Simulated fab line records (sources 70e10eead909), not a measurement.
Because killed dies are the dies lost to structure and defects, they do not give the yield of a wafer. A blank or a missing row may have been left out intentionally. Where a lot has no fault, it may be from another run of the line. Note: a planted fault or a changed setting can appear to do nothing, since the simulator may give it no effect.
Matching of chambers -- flow nand-harc -- rie-diel-11 running NHARC_A_CHANNEL_FILL_D2_STRIP_28: 4 sister chambers
The step strips in O2, time 20 s. 4 wafers are shown with their chamber, then 12 later ones without.

## WAFERS PAIRED WITH THEIR CHAMBERS
wafer,chamber,showerhead-plenum-p-Torr (Torr)
L088.4,3,3.41
L090.6,2,3.51
L093.4,0,3.41
L093.5,1,3.72

## WAFERS MISSING THEIR CHAMBER
wafer,showerhead-plenum-p-Torr (Torr)
L094.1,3.41
L094.2,3.41
L094.3,3.72
L094.4,3.50
L094.5,3.41
L094.6,3.41
L096.1,3.41
L096.2,3.50
L096.3,3.72
L096.4,3.41
L096.5,3.41
L096.6,3.41

## WHICH CHAMBER EACH WENT THROUGH
wafer,from the rows above,in truth
L094.1,can't be placed: 0 or 3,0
L094.2,can't be placed: 0 or 3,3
L094.3,1,1
L094.4,2,2
L094.5,can't be placed: 0 or 3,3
L094.6,can't be placed: 0 or 3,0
L096.1,can't be placed: 0 or 3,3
L096.2,2,2
L096.3,1,1
L096.4,can't be placed: 0 or 3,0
L096.5,can't be placed: 0 or 3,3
L096.6,can't be placed: 0 or 3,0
4 of 12 placed correctly. Not placeable from these rows: 8 (in 8, the candidates include the true chamber). 0 placed wrongly.
How it was worked out, from the rows above alone: a wafer's distance from a chamber is the root of the sum, over the readings, of the square of ((its reading less the chamber's mean) divided by the reading's scatter). The wafer belongs to the nearest chamber; if the next one is less than 2 further off, it can't be placed. The mean given for a chamber averages the wafers shown for that chamber. The scatter: root of mean squared gap, hidden wafer to nearest shown wafer, with one shown wafer a chamber.
